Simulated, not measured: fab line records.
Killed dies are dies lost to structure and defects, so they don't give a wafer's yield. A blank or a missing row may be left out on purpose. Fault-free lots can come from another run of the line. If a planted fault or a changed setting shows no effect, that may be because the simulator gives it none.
A lot that was struck, set against a sound lot + flow n5-finfet + 36 out of 1938 route steps
Sound: these wafers, L341.2, L341.4, L341.6. Struck: wafer L354.2. (L354.1, L354.6 of the same lot were not struck and are left out.) The cause comes at the end.
Per side, at each step with rows, come the tool, then ch with its chambers, and then its first start. Under that, the readings that differ: sound wafers + struck wafers + difference of the means + sigmas: that difference in standard deviations of wafers without a fault.
alike: readings with means less than 2 such deviations apart, plus words and numbers identical on both sides. not compared: withheld readings, readings lacking a value on some wafer, bounds such as >300 that could conceal the same value, and numbers that have no deviation in the record and whose values overlap.
A row with sigmas, a row that says differs or no value, or rows on one side alone: a step with any of these is where the two part. Numbers that don't overlap but have no deviation are shown without sigmas and don't part them. A reading missing from all wafers of one side parts the sides only when that side holds two or more wafers.

first, 9 steps without rows for these wafers: N5_BEOL_M13_PRE_CLEAN_42 (time 30 s); N5_BEOL_M13_SPUTTER_43 (material TaN, target thk 15 nm, time 24.19 s); N5_BEOL_M13_SPUTTER_44 (material Ta, target thk 10 nm, time 16.13 s); N5_BEOL_M13_SPUTTER_45 (material Cu, target thk 80 nm, time 13.33 s); N5_BEOL_M13_ECD_47 (material Cu, target thk 936 nm); N5_BEOL_M13_ANNEAL_48 (time 90 s); N5_BEOL_M13_CMP_49 (polishes, stops on SiOC, t overpolish 17.1 s, target thk 420 nm); N5_BEOL_M13_PRE_CLEAN_52 (time 15 s); N5_BEOL_M13_DEP_53 (deposits SiCN from 3MS/NH3, target thk 50 nm, time 17.8 s).
N5_BEOL_M14_ILD_DEP_00: deposits SiO2 from TEOS/O2, target thk 1119.3 nm, time 237.4 s.
  sound on pecvd-01 ch 0,2, day 13 03:29; struck on pecvd-01 ch 1, day 15 16:32
| reading                                       | sound                | struck | difference | sigmas |
|-----------------------------------------------|----------------------|--------|------------|--------|
| susceptor-temp-C (C)                          | 400.23 400.24 400.01 | 403.06 | +2.90      | +14    |
| model.SiO2_of_BEOL_M14_ILD_DEP_00.thk-nm (nm) | 1123 1140 1137       | 1083   | -50        |        |
  alike: heater-power-outer-w, heater-power-w, showerhead-plenum-p-Torr, throttle-valve-pct
  not compared: since-wet-clean-h
then, 10 steps without rows for these wafers: N5_BEOL_M14_COAT_58 (time 60 s, resist thk 89 nm); N5_BEOL_M14_COAT_04 (resist thk 800 nm); N5_BEOL_M14_EBR_06; N5_BEOL_M14_SOFTBAKE_05 (time 60 s); N5_BEOL_M14_EXPOSE_07 (exposes mask V13); N5_BEOL_M14_PEB_08 (peb time 90 s); N5_BEOL_M14_DEVELOP_09 (develop time 45 s); N5_BEOL_M14_HARDBAKE_14 (time 120 s); N5_BEOL_M14_DESCUM_15 (chemistry O2, time 7.9 s); N5_BEOL_M14_ETCH_59 (etches BARC in N2/H2, target depth 89 nm, overetch 26.7 nm, time 67.9 s).
N5_BEOL_M14_VIA_ETCH_16: etches SiO2 in C4F8/O2/Ar, target depth 1231.3 nm.
  sound on rie-diel-05 ch 1,2,3, day 13 04:52; struck on rie-diel-05 ch 1, day 15 17:12
| reading                  | sound          | struck | difference | sigmas |
|--------------------------|----------------|--------|------------|--------|
| model.etch.depth-nm (nm) | 1123 1140 1137 | 1083   | -50        |        |
  alike: O2_flow_sccm, drypump-motor-current-A, oes_f_703_au, oes-product-au, rf-vpp-V, showerhead-plenum-p-Torr, throttle-valve-pct
then, 13 steps without rows for these wafers: N5_BEOL_M14_STRIP_63 (strips in O2); N5_BEOL_M14_STRIP_64 (strips in O2); N5_BEOL_M14_STRIP_71 (strips in post etch residue remover, time 60 s); N5_BEOL_M14_SRD_72 (time 30 s, dry time 30 s); N5_BEOL_M14_COAT_65 (time 60 s, resist thk 450 nm); N5_BEOL_M14_COAT_66 (time 60 s, resist thk 110 nm); N5_BEOL_M14_COAT_22 (resist thk 300 nm); N5_BEOL_M14_EBR_24; N5_BEOL_M14_SOFTBAKE_23 (time 60 s); N5_BEOL_M14_EXPOSE_25 (exposes mask M14, target cd 280 nm); N5_BEOL_M14_PEB_26 (peb time 90 s); N5_BEOL_M14_DEVELOP_27 (develop time 45 s); N5_BEOL_M14_HARDBAKE_32 (time 120 s).
N5_BEOL_M14_CMP_49: polishes, stops on SiO2, t overpolish 5.2 s, target thk 560 nm.
  sound on cmp-02 ch 1,3, day 13 09:25; struck on cmp-02 ch 2, day 16 00:18
| reading                                       | sound          | struck | difference | sigmas |
|-----------------------------------------------|----------------|--------|------------|--------|
| model.SiO2_of_BEOL_M14_ILD_DEP_00.thk-nm (nm) | 1041 1061 1055 | 1006   | -46        |        |
  alike: barrier-field-endpoint-s, motor-current-A, overpolish-run-s, time-to-endpoint-s
N5_PASSIVATION_PROBE_49:
  sound on prober-01 at day 14 14:31; struck on prober-02 at day 17 00:20
| reading            | sound    | struck | difference | sigmas |
|--------------------|----------|--------|------------|--------|
| killed_at_M0_to_M3 | 18 20 22 | 47     | +27        | +2     |
  alike: defect-limited-yield, killed_at_M4_up, killed-at-contacts, killed-at-front-end, killed-at-other, killed-dies, killed-on-rim, killed-open, killed-short, sort_bin_5_function, sort_bin_6_memory, sort_bin_8_speed, sort-n-pass, sort-yield-pct

WHERE THEY PART
At N5_BEOL_M14_ILD_DEP_00 first; at N5_PASSIVATION_PROBE_49 last (within this record only).

WHY: what had been put in by the simulator
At N5_BEOL_M14_ILD_DEP_00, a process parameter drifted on pecvd-01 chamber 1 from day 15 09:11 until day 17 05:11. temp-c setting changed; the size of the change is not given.
